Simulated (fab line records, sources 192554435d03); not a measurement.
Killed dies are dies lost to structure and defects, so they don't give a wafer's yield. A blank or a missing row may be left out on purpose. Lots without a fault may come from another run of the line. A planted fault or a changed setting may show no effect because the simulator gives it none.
A struck lot beside a sound one | flow n5_finfet | 24 steps out of a route of 1938
Sound: wafers L258.2, L258.3, L258.6. Struck: wafers L246.4, L246.5, L246.6. The cause comes at the end.
At each step with rows: each side's tool, then ch and its chambers, then its first start. Under that, the readings that differ: sound wafers | struck wafers | difference of the means | sigmas: that difference in standard deviations of wafers without a fault.
alike: readings whose means differ by less than 2 such deviations, and words and numbers that are the same on both sides. not compared: withheld readings, readings that some wafer has no value for, bounds like >300 that may hide the same value, and numbers for which the record gives no deviation and whose values overlap.
The two part at a step that has a row with sigmas, a row that says differs or no value, or rows on one side only. Numbers that don't overlap but have no deviation are shown without sigmas and don't part them. A reading that every wafer of one side lacks parts them only if that side has two wafers or more.

first, 8 steps without rows for these wafers: N5_BEOL_M10_ANNEAL_51 (time 90 s); N5_BEOL_M10_CMP_52 (polishes, stops on SiCOH lowk, t overpolish 7 s, target thk 140 nm); N5_BEOL_M10_PRE_CLEAN_55 (time 15 s); N5_BEOL_M10_DEP_56 (deposits SiCN from 3MS/NH3, target thk 15 nm, time 26.5 s); N5_BEOL_M11_ILD_DEP_00 (deposits SiCOH lowk from DEMS/porogen, target thk 308.51 nm, time 58 s); N5_BEOL_M11_CURE_71 (cures SiCOH lowk, time 240 s); N5_BEOL_M11_PECVD_70 (deposits SiO2 from TEOS/O2, target thk 20 nm, time 22.7 s); N5_BEOL_M11_HM_DEP_02 (deposits TiN, target thk 20 nm).
N5_BEOL_M11_COAT_59: time 60 s, resist thk 100 nm.
  sound on litho_track-01 ch 0, day 15 18:05; struck on litho_track-02 ch 0, day 12 07:58
  reading                                   | sound                | struck               | difference | sigmas
  resist_line_temp_C (C)                    | 22.96 22.81 22.83    | 23.15 22.93 23.25    | +0.24      | +2
  spin_speed_rpm (rpm)                      | 1499.9 1497.9 1499.8 | 1290.4 1289.0 1291.0 | -209.1     | -99 or more
  model.SOC_of_BEOL_M11_COAT_59.thk_nm (nm) | 99.8 100 100         | 107.8 107.6 107.4    | +7.7       |
then, 9 steps without rows for these wafers: N5_BEOL_M11_COAT_60 (time 60 s, resist thk 30 nm); N5_BEOL_M11_COAT_05 (resist thk 90 nm); N5_BEOL_M11_EBR_07; N5_BEOL_M11_SOFTBAKE_06 (time 60 s); N5_BEOL_M11_EXPOSE_08 (exposes mask M11); N5_BEOL_M11_PEB_09 (peb time 60 s); N5_BEOL_M11_DEVELOP_10 (develop time 30 s); N5_BEOL_M11_DESCUM_16 (chemistry O2, time 7.9 s); N5_BEOL_M11_ETCH_61 (etches SiARC in CF4, target depth 39 nm, time 65 s).
N5_BEOL_M11_ETCH_62: etches SOC in N2/H2, target depth 110 nm, overetch 22 nm, time 165 s.
  sound on rie_diel-05 ch 0,1,2, day 15 18:29; struck on rie_diel-04 ch 0,1, day 12 08:28
  reading                  | sound            | struck            | difference | sigmas
  model.etch.depth_nm (nm) | 99.7 99.97 100.1 | 107.8 107.5 107.3 | +7.6       |
  alike: drypump_motor_current_A, oes_product_au, rf_vpp_V, showerhead_plenum_p_Torr, throttle_valve_pct
  not compared: rf_hours_counter_h
then, 2 steps without rows for these wafers: N5_BEOL_M11_STRIP_68 (strips in N2/H2); N5_BEOL_M11_STRIP_67 (strips in CF4).
N5_BEOL_M11_HM_OPEN_17: chemistry Cl2/BCl3, target TiN, target depth 20 nm, overetch 6 nm.
  sound on rie_metal-02 ch 0,1, day 15 18:41; struck on rie_metal-01 ch 0, day 12 08:44
  reading                                   | sound      | struck        | difference | sigmas
  model.SOC_of_BEOL_M11_COAT_59.thk_nm (nm) | 91.8 92 92 | 100 99.8 99.6 | +8         |
  alike: drypump_motor_current_A, oes_product_au, throttle_valve_pct
  not compared: rf_hours_counter_h
then, 1 step without rows for these wafers: N5_BEOL_M11_STRIP_19 (strips in O2).
N5_PASSIVATION_PROBE_49:
  the record has rows for the struck wafers here (prober-01, day 14 06:04) and none for the sound ones

WHERE THEY PART
First at N5_BEOL_M11_COAT_59; last, within this record, at N5_PASSIVATION_PROBE_49.

WHY: what the simulator had put in
Process parameter drift: litho_track-02, from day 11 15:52 on, at N5_BEOL_M11_COAT_59. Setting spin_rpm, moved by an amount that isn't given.
